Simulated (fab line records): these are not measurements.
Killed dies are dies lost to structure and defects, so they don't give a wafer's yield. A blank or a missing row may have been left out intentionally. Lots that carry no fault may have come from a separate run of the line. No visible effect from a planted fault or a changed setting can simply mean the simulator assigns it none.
The tool behind it: which one? / flow n5_finfet / 9 lots with 27 wafers sampled at 5 steps, on a route of 1938 steps

WHAT THE GAUGES READ, wafer by wafer
N5_HKMG_FIN_CD_MEAS_12 targets a cd of 92.8 nm.
lot=L240; measured=day 5 02:01; on=cd_sem-01; cd_nm (nm)=92.5 91.4 92.8
lot=L239; measured=day 5 05:27; on=cd_sem-01; cd_nm (nm)=91.4 92.3 91.0
lot=L241; measured=day 5 17:51; on=cd_sem-01; cd_nm (nm)=91.7 91.2 93.3
lot=L243; measured=day 5 22:21; on=cd_sem-03; cd_nm (nm)=93.1 93.0 94.1
lot=L245; measured=day 6 06:52; on=cd_sem-03; cd_nm (nm)=92.2 91.8 91.9
lot=L253; measured=day 8 08:23; on=cd_sem-02; cd_nm (nm)=93.8 93.5 93.4
lot=L254; measured=day 8 17:08; on=cd_sem-03; cd_nm (nm)=92.5 92.6 92.3
lot=L258; measured=day 9 16:58; on=cd_sem-01; cd_nm (nm)=93.0 92.6 92.9
lot=L259; measured=day 9 22:07; on=cd_sem-03; cd_nm (nm)=91.8 92.6 91.3

N5_BEOL_M4_RC_MEAS_101.
lot=L240; measured=day 10 23:41; on=prober-02; DIBL_N (mV/V)=37.7 38.0 34.4; DIBL_P (mV/V)=38.6 38.8 34.9; IOFF_N (nA/um)=0.180 0.185 0.128; IOFF_P (nA/um)=0.23 0.23 0.17; ION_N (uA/um)=685 679 671; ION_P (uA/um)=477 467 462; SS_N (mV/dec)=71.5 72.4 71.1; SS_P (mV/dec)=73.7 73.4 72.3; VT_N (mV)=249.5 246.9 252.7; VT_P (mV)=-247 -248 -250
lot=L239; measured=day 11 04:26; on=prober-02; DIBL_N (mV/V)=32.7 35.9 36.7; DIBL_P (mV/V)=32.2 34.8 36.0; IOFF_N (nA/um)=0.103 0.140 0.152; IOFF_P (nA/um)=0.16 0.19 0.20; ION_N (uA/um)=668 672 678; ION_P (uA/um)=463 457 458; SS_N (mV/dec)=70.7 70.7 70.6; SS_P (mV/dec)=72.2 73.0 73.6; VT_N (mV)=255.7 251.5 250.0; VT_P (mV)=-256 -255 -251
lot=L241; measured=day 11 22:34; on=prober-01; DIBL_N (mV/V)=38.5 34.9 37.2; DIBL_P (mV/V)=40.8 36.2 39.1; IOFF_N (nA/um)=0.191 0.124 0.178; IOFF_P (nA/um)=0.29 0.17 0.20; ION_N (uA/um)=689 654 700; ION_P (uA/um)=480 455 465; SS_N (mV/dec)=71.7 71.2 71.2; SS_P (mV/dec)=73.7 73.0 74.1; VT_N (mV)=247.8 255.7 246.3; VT_P (mV)=-241 -254 -252
lot=L243; measured=day 12 05:21; on=prober-01; DIBL_N (mV/V)=36.9 35.5 36.7; DIBL_P (mV/V)=37.4 35.5 36.4; IOFF_N (nA/um)=0.154 0.126 0.142; IOFF_P (nA/um)=0.20 0.18 0.23; ION_N (uA/um)=673 660 670; ION_P (uA/um)=455 455 465; SS_N (mV/dec)=71.7 72.1 71.4; SS_P (mV/dec)=73.4 72.6 73.1; VT_N (mV)=252.1 252.8 250.3; VT_P (mV)=-252 -252 -247
lot=L245; measured=day 12 18:04; on=prober-02; DIBL_N (mV/V)=35.3 37.6 35.9; DIBL_P (mV/V)=34.8 36.5 35.5; IOFF_N (nA/um)=0.139 0.168 0.142; IOFF_P (nA/um)=0.19 0.21 0.19; ION_N (uA/um)=680 674 670; ION_P (uA/um)=463 459 453; SS_N (mV/dec)=71.2 72.3 71.2; SS_P (mV/dec)=73.5 73.3 73.5; VT_N (mV)=248.6 250.2 251.0; VT_P (mV)=-253 -250 -254
lot=L253; measured=day 14 18:20; on=prober-01; DIBL_N (mV/V)=34.8 32.6 35.5; DIBL_P (mV/V)=35.1 32.5 35.8; IOFF_N (nA/um)=0.140 0.105 0.151; IOFF_P (nA/um)=0.18 0.15 0.20; ION_N (uA/um)=665 658 662; ION_P (uA/um)=452 454 457; SS_N (mV/dec)=71.5 70.6 70.9; SS_P (mV/dec)=73.5 73.3 73.1; VT_N (mV)=250.6 256.1 249.8; VT_P (mV)=-255 -255 -253
lot=L254; measured=day 15 03:25; on=prober-02; DIBL_N (mV/V)=37.2 39.3 36.8; DIBL_P (mV/V)=37.0 38.5 36.7; IOFF_N (nA/um)=0.177 0.221 0.175; IOFF_P (nA/um)=0.23 0.26 0.24; ION_N (uA/um)=681 682 687; ION_P (uA/um)=468 466 474; SS_N (mV/dec)=71.8 72.9 70.9; SS_P (mV/dec)=73.7 73.6 74.0; VT_N (mV)=250.5 246.6 247.1; VT_P (mV)=-249 -246 -248
lot=L258; measured=day 15 08:19; on=prober-01; DIBL_N (mV/V)=36.7 37.2 36.0; DIBL_P (mV/V)=35.6 37.2 34.8; IOFF_N (nA/um)=0.158 0.174 0.164; IOFF_P (nA/um)=0.24 0.26 0.23; ION_N (uA/um)=666 677 686; ION_P (uA/um)=465 471 477; SS_N (mV/dec)=71.5 71.2 71.5; SS_P (mV/dec)=73.4 73.7 73.0; VT_N (mV)=252.7 247.7 248.4; VT_P (mV)=-247 -243 -247
lot=L259; measured=day 15 11:02; on=prober-02; DIBL_N (mV/V)=36.1 35.9 37.9; DIBL_P (mV/V)=36.9 34.8 39.6; IOFF_N (nA/um)=0.145 0.148 0.192; IOFF_P (nA/um)=0.21 0.19 0.25; ION_N (uA/um)=660 662 697; ION_P (uA/um)=455 456 471; SS_N (mV/dec)=71.4 71.4 72.3; SS_P (mV/dec)=73.0 72.7 73.9; VT_N (mV)=253.2 252.0 247.7; VT_P (mV)=-253 -252 -249

EACH LOT AND THE TOOL THAT RAN IT (in order: tool; ch and the chambers of the sampled wafers; start)
lot=L240; N5_HKMG_FIN_ETCH_58=rie_diel-05 ch 2,3, day 4 22:48; N5_HKMG_FIN_STRIP_93=rie_diel-05 ch 2,3, day 4 23:26; N5_HKMG_FIN_PWFM_ALD_03=ald_metal-02 ch 0,1, day 5 01:11
lot=L239; N5_HKMG_FIN_ETCH_58=rie_diel-05 ch 0,2, day 5 02:21; N5_HKMG_FIN_STRIP_93=rie_diel-05 ch 0,2, day 5 02:48; N5_HKMG_FIN_PWFM_ALD_03=ald_metal-01 ch 0,1,3, day 5 04:44
lot=L241; N5_HKMG_FIN_ETCH_58=rie_diel-03 ch 0,2, day 5 14:52; N5_HKMG_FIN_STRIP_93=rie_diel-03 ch 0,2, day 5 15:17; N5_HKMG_FIN_PWFM_ALD_03=ald_metal-02 ch 1,2,3, day 5 17:08
lot=L243; N5_HKMG_FIN_ETCH_58=rie_diel-05 ch 1,3, day 5 18:53; N5_HKMG_FIN_STRIP_93=rie_diel-05 ch 1,3, day 5 19:19; N5_HKMG_FIN_PWFM_ALD_03=ald_metal-02 ch 0,1,2, day 5 21:31
lot=L245; N5_HKMG_FIN_ETCH_58=rie_diel-05 ch 2, day 6 03:38; N5_HKMG_FIN_STRIP_93=rie_diel-05 ch 2, day 6 04:16; N5_HKMG_FIN_PWFM_ALD_03=ald_metal-04 ch 1,2,3, day 6 06:02
lot=L253; N5_HKMG_FIN_ETCH_58=rie_diel-05 ch 0,3, day 8 05:23; N5_HKMG_FIN_STRIP_93=rie_diel-05 ch 0,3, day 8 05:49; N5_HKMG_FIN_PWFM_ALD_03=ald_metal-04 ch 2,3, day 8 07:33
lot=L254; N5_HKMG_FIN_ETCH_58=rie_diel-03 ch 0,2,3, day 8 14:05; N5_HKMG_FIN_STRIP_93=rie_diel-03 ch 0,2,3, day 8 14:31; N5_HKMG_FIN_PWFM_ALD_03=ald_metal-04 ch 0,1,2, day 8 16:17
lot=L258; N5_HKMG_FIN_ETCH_58=rie_diel-05 ch 2,3, day 9 13:58; N5_HKMG_FIN_STRIP_93=rie_diel-05 ch 2,3, day 9 14:24; N5_HKMG_FIN_PWFM_ALD_03=ald_metal-02 ch 1,2, day 9 16:07
lot=L259; N5_HKMG_FIN_ETCH_58=rie_diel-01 ch 2,3, day 9 18:22; N5_HKMG_FIN_STRIP_93=rie_diel-01 ch 2,3, day 9 18:47; N5_HKMG_FIN_PWFM_ALD_03=ald_metal-02 ch 0, day 9 20:31
- N5_HKMG_FIN_ETCH_58: etches SOC in N2/H2, target depth 215.8 nm, time 741 s.
- N5_HKMG_FIN_STRIP_93: strips SOC in N2/H2, time 20 s.
- N5_HKMG_FIN_PWFM_ALD_03: deposits TiN, target thk 2 nm, pulse time 1 s, purge time 3 s.

WHAT THE TOOLS THEMSELVES READ (means of the sampled wafers that have a number; where no wafer has one, the mark that the record gives instead)
N5_HKMG_FIN_ETCH_58.
lot=L240; tool=rie_diel-05; drypump_motor_current_A (A)=5.6; oes_product_au (a.u.)=0.75; rf_vpp_V (V)=98.6; showerhead_plenum_p_Torr (Torr)=2.60; throttle_valve_pct (%)=17.83
lot=L239; tool=rie_diel-05; drypump_motor_current_A (A)=5.5; oes_product_au (a.u.)=0.84; rf_vpp_V (V)=100.4; showerhead_plenum_p_Torr (Torr)=2.63; throttle_valve_pct (%)=17.80
lot=L241; tool=rie_diel-03; drypump_motor_current_A (A)=6.5; oes_product_au (a.u.)=0.88; rf_vpp_V (V)=99.9; showerhead_plenum_p_Torr (Torr)=2.56; throttle_valve_pct (%)=17.83
lot=L243; tool=rie_diel-05; drypump_motor_current_A (A)=5.8; oes_product_au (a.u.)=0.68; rf_vpp_V (V)=98.8; showerhead_plenum_p_Torr (Torr)=2.49; throttle_valve_pct (%)=17.77
lot=L245; tool=rie_diel-05; drypump_motor_current_A (A)=5.6; oes_product_au (a.u.)=0.78; rf_vpp_V (V)=100.1; showerhead_plenum_p_Torr (Torr)=2.65; throttle_valve_pct (%)=17.92
lot=L253; tool=rie_diel-05; drypump_motor_current_A (A)=5.5; oes_product_au (a.u.)=0.92; rf_vpp_V (V)=98.9; showerhead_plenum_p_Torr (Torr)=2.51; throttle_valve_pct (%)=17.40
lot=L254; tool=rie_diel-03; drypump_motor_current_A (A)=6.1; oes_product_au (a.u.)=0.79; rf_vpp_V (V)=99.4; showerhead_plenum_p_Torr (Torr)=2.56; throttle_valve_pct (%)=18.05
lot=L258; tool=rie_diel-05; drypump_motor_current_A (A)=5.5; oes_product_au (a.u.)=0.87; rf_vpp_V (V)=99.2; showerhead_plenum_p_Torr (Torr)=2.53; throttle_valve_pct (%)=17.51
lot=L259; tool=rie_diel-01; drypump_motor_current_A (A)=5.2; oes_product_au (a.u.)=0.73; rf_vpp_V (V)=98.8; showerhead_plenum_p_Torr (Torr)=2.41; throttle_valve_pct (%)=17.62

N5_HKMG_FIN_STRIP_93.
lot=L240; tool=rie_diel-05; drypump_motor_current_A (A)=5.6; oes_product_au (a.u.)=0.75; power_w (W)=499.9; rf_vpp_V (V)=54.6; showerhead_plenum_p_Torr (Torr)=3.43; throttle_valve_pct (%)=19.0
lot=L239; tool=rie_diel-05; drypump_motor_current_A (A)=5.5; oes_product_au (a.u.)=0.82; power_w (W)=499.8; rf_vpp_V (V)=55.0; showerhead_plenum_p_Torr (Torr)=3.47; throttle_valve_pct (%)=19.0
lot=L241; tool=rie_diel-03; drypump_motor_current_A (A)=6.5; oes_product_au (a.u.)=0.89; power_w (W)=500.7; rf_vpp_V (V)=53.8; showerhead_plenum_p_Torr (Torr)=3.38; throttle_valve_pct (%)=19.0
lot=L243; tool=rie_diel-05; drypump_motor_current_A (A)=5.8; oes_product_au (a.u.)=0.68; power_w (W)=499.2; rf_vpp_V (V)=54.5; showerhead_plenum_p_Torr (Torr)=3.29; throttle_valve_pct (%)=19.0
lot=L245; tool=rie_diel-05; drypump_motor_current_A (A)=5.6; oes_product_au (a.u.)=0.77; power_w (W)=501.2; rf_vpp_V (V)=54.3; showerhead_plenum_p_Torr (Torr)=3.50; throttle_valve_pct (%)=19.1
lot=L253; tool=rie_diel-05; drypump_motor_current_A (A)=5.4; oes_product_au (a.u.)=0.92; power_w (W)=498.9; rf_vpp_V (V)=54.5; showerhead_plenum_p_Torr (Torr)=3.32; throttle_valve_pct (%)=18.6
lot=L254; tool=rie_diel-03; drypump_motor_current_A (A)=6.1; oes_product_au (a.u.)=0.79; power_w (W)=500.2; rf_vpp_V (V)=53.5; showerhead_plenum_p_Torr (Torr)=3.38; throttle_valve_pct (%)=19.3
lot=L258; tool=rie_diel-05; drypump_motor_current_A (A)=5.6; oes_product_au (a.u.)=0.86; power_w (W)=500.0; rf_vpp_V (V)=54.4; showerhead_plenum_p_Torr (Torr)=3.35; throttle_valve_pct (%)=18.7
lot=L259; tool=rie_diel-01; drypump_motor_current_A (A)=5.2; oes_product_au (a.u.)=0.73; power_w (W)=499.9; rf_vpp_V (V)=53.0; showerhead_plenum_p_Torr (Torr)=3.20; throttle_valve_pct (%)=18.7

N5_HKMG_FIN_PWFM_ALD_03.
lot=L240; tool=ald_metal-02; heater_power_w (W)=967; precursor_pulse_height_rel=0.997; susceptor_temp_C (C)=399.96
lot=L239; tool=ald_metal-01; heater_power_w (W)=836; precursor_pulse_height_rel=0.997; susceptor_temp_C (C)=399.88
lot=L241; tool=ald_metal-02; heater_power_w (W)=935; precursor_pulse_height_rel=0.993; susceptor_temp_C (C)=408.64
lot=L243; tool=ald_metal-02; heater_power_w (W)=1004; precursor_pulse_height_rel=1.007; susceptor_temp_C (C)=408.62
lot=L245; tool=ald_metal-04; heater_power_w (W)=793; precursor_pulse_height_rel=1.007; susceptor_temp_C (C)=400.13
lot=L253; tool=ald_metal-04; heater_power_w (W)=778; precursor_pulse_height_rel=1.006; susceptor_temp_C (C)=399.86
lot=L254; tool=ald_metal-04; heater_power_w (W)=877; precursor_pulse_height_rel=0.986; susceptor_temp_C (C)=399.98
lot=L258; tool=ald_metal-02; heater_power_w (W)=916; precursor_pulse_height_rel=1.006; susceptor_temp_C (C)=399.75
lot=L259; tool=ald_metal-02; heater_power_w (W)=1030; precursor_pulse_height_rel=1.007; susceptor_temp_C (C)=399.91

THE ANSWER, worked out from the rows above alone
Rule: usual is defined by the lots themselves. The widest of any qualifying gaps counts: lots, ordered by their means at a reading, are off when they make up no more than a third of the lots, leave a main group of 4 or more, and stand apart from it by 3 or more times the standard deviation of that group's means. Not used: any main group whose means are identical at the precision the tables above print for the reading. A lot without any number at a reading at which 4 lots or more have one is off too. All remaining lots with rows at the step are treated as sound. After the gauges, taken in route order, come the tools' own readings; for these a lot's mean is taken, as printed above. At the first step where some lot is off, the reading lying furthest off is the one used; lots without a number count as furthest.
Off at N5_HKMG_FIN_PWFM_ALD_03 (susceptor_temp_C): L241, L243. Mean 399.92 C and standard deviation 0.11 in the main group.
A tool fits if, at that step or a process step before it, it ran every lot that is off, and no sound lot after the first of them. No candidate that was tried fits.

WHAT THE SIMULATOR PUT IN
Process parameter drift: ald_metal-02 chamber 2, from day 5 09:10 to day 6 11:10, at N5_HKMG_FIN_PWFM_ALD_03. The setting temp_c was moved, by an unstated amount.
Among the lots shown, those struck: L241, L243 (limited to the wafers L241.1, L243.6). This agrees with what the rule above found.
